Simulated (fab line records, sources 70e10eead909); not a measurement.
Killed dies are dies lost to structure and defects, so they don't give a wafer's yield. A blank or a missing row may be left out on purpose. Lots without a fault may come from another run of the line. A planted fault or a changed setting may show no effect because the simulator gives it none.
fab line records | flow nand_harc
record lots=14 wafers=42 last_day=24
route steps=1159 shown P_BONDPAD@375 A_SOURCE_PLATE@423 A_ONON_D1@444 A_CHANNEL_HOLE_D1@468
lots that met no fault: from a run of the same line without faults
start_h: hours from the record's first day to the start of the lot's first wafer shown | wait_h: hours since the lot's step before | " the same as in the row above | L1.1+2: a row that stands for several wafers | - no value, or no start given | * or withheld: withheld | < > ~ a bound
route shown NAME@n: a module of which the file shows steps, and the number in the route of the first | usual: mean/standard deviation of fault-free wafers | same: alike in all rows | chamber/n: place in a boat | sites: the reading at each site | _std_site: their standard deviation | _edge_site: outer sites' mean less inner sites' | radius_mm: how far each site lies from the wafer's centre | mask NAME#n: copy n | behind: the tool/chamber that last shaped the wafer | hold: why the lot was held/for how many hours/how that ended | device: the transistor (n, p or np) that didn't switch | end of line: the same wafers' tests at the end of the route | a step without rows: its recipe alone | killed: dies lost to structure and defects at the first sort, not the wafer's yield | map: a wafer's dies, x killed, . not, _ none there
set.NAME: the setting as run; set.NAME@STEP: as run at that earlier step | model.NAME: the simulator's own value behind a step, which no gauge read
steps of the route over a sample of lots; a table a step, a row a wafer
services: from which hour (start_h, from the record's first day; less than 0 if before it) a tool's chamber was out of use, for how many hours, and why
## steps
# step NHARC_P_BONDPAD_PRE_CLEAN_26
# recipe time_s=30 temp_c=280 gas=H2/He
# usual heater_power_w=402/41
# same time_s=30
# columns lot.wafer tool chamber start_h wait_h heater_power_w
L749.1 pvd_sputter-03 - - - 401
L749.5 " - " " 461
L749.6 " - " " 353
L750.4 pvd_sputter-02 - - - 472
L750.2 " - " " 421
L750.1 " - " " 442
L752.1 pvd_sputter-03 - - - 366
L752.5 " - " " 397
L752.6 " - " " 447
L751.4 pvd_sputter-03 - - - 412
L751.2 " - " " 452
L751.6 " - " " 395
L753.1 pvd_sputter-03 - - - 451
L753.2 " - " " 352
L753.6 " - " " 359
L754.3 pvd_sputter-03 - - - 360
L754.2 " - " " 392
L754.1 " - " " 465
L755.2 pvd_sputter-02 - - - 429
L755.6 " - " " 423
L755.5 " - " " 445
L756.1 pvd_sputter-03 - - - 352
L756.6 " - " " 396
L756.5 " - " " 452
L760.2 pvd_sputter-03 - - - 400
L760.4 " - " " 342
L760.6 " - " " 398
L763.4 pvd_sputter-03 - - - 361
L763.3 " - " " 345
L763.5 " - " " 358
L765.1 pvd_sputter-03 - - - 399
L765.6 " - " " 455
L765.5 " - " " 354
L766.1 pvd_sputter-01 - - - 371
L766.3 " - " " 410
L766.6 " - " " 364
L770.1 pvd_sputter-01 - - - 395
L770.5 " - " " 401
L770.6 " - " " 369
L771.4 pvd_sputter-02 - - - 421
L771.3 " - " " 461
L771.6 " - " " 484
# step NHARC_A_SOURCE_PLATE_INSPECT_08
# usual raw_defect_count=59/28
# columns lot.wafer tool chamber start_h wait_h raw_defect_count
L749.1 defect_inspect-01 - 151.04 0.0 57
L749.5 " - " " 47
L749.6 " - " " 53
L750.1 defect_inspect-01 - 162.04 0.0 82
L750.2 " - " " 59
L750.4 " - " " 67
L752.1 defect_inspect-02 - 174.36 0.0 82
L752.5 " - " " 89
L752.6 " - " " 145
L751.2 defect_inspect-01 - 174.36 0.0 89
L751.4 " - " " 86
L751.6 " - " " 65
L753.1 defect_inspect-02 - 183.07 0.0 42
L753.2 " - " " 30
L753.6 " - " " 39
L754.1 defect_inspect-01 - 183.07 0.0 44
L754.2 " - " " 41
L754.3 " - " " 31
L755.2 defect_inspect-01 - 203.27 0.0 45
L755.5 " - " " 59
L755.6 " - " " 34
L756.1 defect_inspect-01 - 203.28 0.0 63
L756.5 " - " " 137
L756.6 " - " " 139
L760.2 defect_inspect-01 - 230.11 0.0 21
L760.4 " - " " 31
L760.6 " - " " 31
L763.3 defect_inspect-02 - 246.93 0.0 104
L763.4 " - " " 52
L763.5 " - " " 24
L765.1 defect_inspect-01 - 254.44 0.0 43
L765.5 " - " " 46
L765.6 " - " " 57
L766.1 defect_inspect-02 - 254.46 0.0 25
L766.3 " - " " 48
L766.6 " - " " 14
L770.1 defect_inspect-01 - 273.69 0.0 70
L770.5 " - " " 74
L770.6 " - " " 92
L771.3 defect_inspect-02 - 284.29 0.0 53
L771.4 " - " " 37
L771.6 " - " " 50
# step NHARC_A_ONON_D1_DEP_28
# recipe target_thk_a=10000 n2_flow_sccm=2750 n2o_flow_sccm=2000 nh3_flow_sccm=500 sih4_flow_sccm=210 temp_c=400
# usual nh3_flow_sccm=500.3/1.4
# columns lot.wafer tool chamber start_h wait_h nh3_flow_sccm
L749.1 pecvd_onon-04 0 162.81 0.1 501.3
L749.5 " 0 " " 500.5
L749.6 " 0 " " 499.6
L750.1 pecvd_onon-04 0 177.78 0.1 502.3
L750.2 " 0 " " 501.5
L750.4 " 0 " " 501.8
L751.2 pecvd_onon-03 0 186.16 0.1 501.6
L751.4 " 0 " " 500.0
L751.6 " 0 " " 501.6
L752.1 pecvd_onon-02 0 186.32 0.1 499.8
L752.5 " 0 " " 500.3
L752.6 " 0 " " 499.2
L753.1 pecvd_onon-02 0 194.85 0.1 501.4
L753.2 " 0 " " 501.3
L753.6 " 0 " " 499.1
L754.1 pecvd_onon-04 0 194.89 0.1 499.4
L754.2 " 0 " " 499.2
L754.3 " 0 " " 502.1
L756.1 pecvd_onon-03 0 215.60 0.1 499.0
L756.5 " 0 " " 499.3
L756.6 " 0 " " 499.4
L755.2 pecvd_onon-04 0 215.76 0.1 497.7
L755.5 " 0 " " 497.8
L755.6 " 0 " " 496.2
L760.2 pecvd_onon-02 0 242.78 0.1 499.4
L760.4 " 0 " " 501.7
L760.6 " 0 " " 500.5
L763.3 pecvd_onon-03 0 259.72 0.2 499.7
L763.4 " 0 " " 501.4
L763.5 " 0 " " 500.3
L765.1 pecvd_onon-03 0 266.18 0.1 501.8
L765.5 " 0 " " 500.2
L765.6 " 0 " " 502.7
L766.1 pecvd_onon-02 0 266.19 0.1 501.0
L766.3 " 0 " " 500.7
L766.6 " 0 " " 500.8
L770.1 pecvd_onon-02 0 285.81 0.1 497.9
L770.5 " 0 " " 500.3
L770.6 " 0 " " 501.1
L771.3 pecvd_onon-04 0 298.94 0.2 500.6
L771.4 " 0 " " 498.8
L771.6 " 0 " " 497.8
# step NHARC_A_ONON_D1_THK_MEAS_30
# recipe thk_meas_gauge=ellipsometry
# usual thk_nm=999/6.1
# columns lot.wafer tool chamber start_h wait_h thk_nm
L749.1 film_metro-02 - 163.32 - 1004
L749.5 " - " " 1003
L749.6 " - " " 1004
L750.1 film_metro-02 - 178.29 - 991
L750.2 " - " " 990
L750.4 " - " " 993
L751.2 film_metro-01 - 186.64 - 995
L751.4 " - " " 995
L751.6 " - " " 995
L752.1 film_metro-01 - 186.83 - 1003
L752.5 " - " " 1003
L752.6 " - " " 1001
L753.1 film_metro-01 - 195.36 - 1006
L753.2 " - " " 1007
L753.6 " - " " 1005
L754.1 film_metro-02 - 195.39 - 993
L754.2 " - " " 991
L754.3 " - " " 992
L756.1 film_metro-01 - 216.11 - 1004
L756.5 " - " " 1002
L756.6 " - " " 1002
L755.2 film_metro-02 - 216.21 - 1018
L755.5 " - " " 1012
L755.6 " - " " 1016
L760.2 film_metro-01 - 243.24 - 1000
L760.4 " - " " 1001
L760.6 " - " " 999
L763.3 film_metro-02 - 260.11 - 1046
L763.4 " - " " 1045
L763.5 " - " " 999
L765.1 film_metro-01 - 266.72 - 993
L765.5 " - " " 993
L765.6 " - " " 1039
L766.1 film_metro-02 - 266.72 - 1002
L766.3 " - " " 1002
L766.6 " - " " 1001
L770.1 film_metro-01 - 286.32 - 1004
L770.5 " - " " 1004
L770.6 " - " " 1006
L771.3 film_metro-01 - 299.33 - 1003
L771.4 " - " " 1002
L771.6 " - " " 1002
# step NHARC_A_CHANNEL_HOLE_D1_ETCH_34
# recipe target_depth_a=1540 time_s=77 cf4_flow_sccm=100 chf3_flow_sccm=30 ar_flow_sccm=0 rf_w=500 bias_w=200 chemistry=CF4/CHF3
# usual drypump_motor_current_A=5.9/0.33 oes_product_au=0.953/0.02 rf_vpp_V=371.5/2.8 showerhead_plenum_p_Torr=1.60/0.079 throttle_valve_pct=16.803/0.0099
# same time_s=77
# columns lot.wafer tool chamber start_h wait_h drypump_motor_current_A oes_product_au rf_hours_counter_h rf_vpp_V showerhead_plenum_p_Torr throttle_valve_pct
L749.1 rie_diel-09 3 - - 5.9 0.942 5 374.1 1.68 16.811
L749.5 " 3 " " 5.9 0.917 - 375.0 1.68 16.807
L749.6 " 0 " " 6.1 0.936 - 374.5 1.67 16.809
L750.4 rie_diel-04 0 - - 5.7 0.923 4 374.3 1.69 16.818
L750.1 " 1 " " 5.3 0.914 4 372.4 1.65 16.811
L750.2 " 2 " " 6.4 0.924 4 368.0 1.55 16.807
L751.4 rie_diel-09 3 - - 5.9 0.934 6 373.7 1.68 16.791
L751.2 " 2 " " 5.8 0.933 6 369.4 1.55 16.792
L751.6 " 0 " " 6.1 0.927 - 374.2 1.67 16.823
L752.1 rie_diel-04 1 - - 5.3 0.919 5 374.1 1.65 16.806
L752.6 " 2 " " 6.4 0.917 - 370.0 1.55 16.813
L752.5 " 3 " " 6.5 0.923 - 367.8 1.52 16.815
L754.3 rie_diel-09 0 - - 6.1 0.975 6 375.2 1.67 16.818
L754.1 " 1 " " 5.8 0.977 6 366.4 1.49 16.805
L754.2 " 2 " " 5.8 0.964 7 370.4 1.55 16.795
L753.1 rie_diel-04 2 - - 6.4 0.957 6 370.8 1.55 16.804
L753.2 " 1 " " 5.2 0.942 6 371.9 1.65 16.789
L753.6 " 2 " " 6.4 0.953 - 369.3 1.55 16.792
L756.1 rie_diel-04 0 - - 5.7 0.938 7 374.4 1.69 16.808
L756.5 " 3 " " 6.5 0.931 - 370.0 1.52 16.803
L756.6 " 0 " " 5.7 0.935 - 373.0 1.69 16.803
L755.2 rie_diel-10 2 - - 5.5 0.953 2 373.6 1.69 16.813
L755.6 " 2 " " 5.5 0.960 - 374.3 1.69 16.804
L755.5 " 3 " " 5.6 0.966 - 369.8 1.53 16.796
L760.2 rie_diel-09 3 - - 5.8 0.934 9 374.4 1.68 16.791
L760.4 " 1 " " 5.9 0.924 8 366.2 1.49 16.784
L760.6 " 0 " " 6.0 0.927 - 373.9 1.67 16.811
L763.5 rie_diel-09 1 - - 5.9 0.975 - 367.3 1.49 16.811
L765.1 rie_diel-04 0 - - 5.7 0.956 12 374.5 1.69 16.807
L765.5 " 1 " " 5.2 0.948 - 373.9 1.64 16.828
L766.3 rie_diel-09 1 - - 5.9 0.972 1 367.3 1.49 16.808
L766.1 " 0 " " 6.1 0.983 1 372.4 1.67 16.807
L766.6 " 1 " " 5.8 0.982 - 368.1 1.49 16.804
L770.1 rie_diel-09 3 - - 5.8 0.951 3 373.8 1.68 16.806
L770.5 " 3 " " 5.8 0.948 - 373.3 1.68 16.792
L770.6 " 0 " " 6.1 0.949 - 375.1 1.67 16.802
L771.4 rie_diel-09 0 - - 6.1 0.979 5 373.6 1.67 16.787
L771.3 " 3 " " 5.8 0.973 4 373.4 1.68 16.793
L771.6 " 0 " " 6.1 0.974 - 374.6 1.67 16.805
## services
# columns tool chamber start_h hours kind
pvd_sputter-03 - 102.00 10.0 pm
rie_diel-09 0 110.87 - clean
rie_diel-09 1 110.87 - clean
rie_diel-09 2 110.87 - clean
pecvd_onon-02 - 111.32 13.0 pm
rie_diel-04 - 111.90 9.0 pm
rie_diel-04 3 122.99 3.2 repair
pecvd_onon-04 - 150.76 2.5 repair
pecvd_onon-03 - 153.16 13.0 pm
pvd_sputter-01 - 158.00 10.0 pm
rie_diel-04 - 168.34 0.5 repair
rie_diel-10 - 176.50 9.0 pm
pvd_sputter-02 - 214.00 10.0 pm
rie_diel-04 2 224.64 4.7 repair
pecvd_onon-04 - 237.00 13.0 pm
rie_diel-10 3 237.06 7.2 repair
pvd_sputter-03 - 245.39 2.3 repair
pvd_sputter-02 - 251.28 8.1 repair
rie_diel-09 - 254.37 9.0 pm
pvd_sputter-03 - 280.00 10.0 pm
rie_diel-04 - 288.90 9.0 pm
pecvd_onon-02 - 292.32 13.0 pm
rie_diel-09 3 296.62 6.4 repair
rie_diel-10 1 305.77 3.7 repair
## key
first_sign step=NHARC_A_ONON_D1_THK_MEAS_30 reading=thk_nm direction=up sigmas=7.2 usual=999 struck=1043
effect none on later readings
met_at NHARC_A_ONON_D1_DEP_28
struck_lots L763,L765
struck_wafers L763.3,L763.4,L765.6
later_rows_left_out L763.3,L763.4,L765.6
sort_left_out L763.3,L763.4,L765.6
tester_left_out L763,L765
not_acting_at NHARC_P_BONDPAD_PRE_CLEAN_26,NHARC_A_SOURCE_PLATE_INSPECT_08,NHARC_A_CHANNEL_HOLE_D1_ETCH_34
onset_between 215.60 259.72
fault kind=process_parameter_drift tool=pecvd_onon-03 chamber=- onset_h=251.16 steps=NHARC_A_ONON_D1_DEP_28 channel=target_thk_a offset=* shape=step end_h=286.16 scope=struck_wafers_only acts_in=* stated=*
# tester_left_out: of these lots the tester's yield and bins aren't shown, on N5 and GAA mostly nor the transistor test; their killed dies are dies lost to structure and defects alone, not to doping, threshold or leakage, so they don't give the yield
# sort_left_out: the simulated sort isn't trusted on such a fault, so these wafers' sort isn't shown, and their yield isn't known
# later_rows_left_out: the simulator's readings of these wafers behind a module that went badly wrong aren't trusted and aren't shown, but for the sort
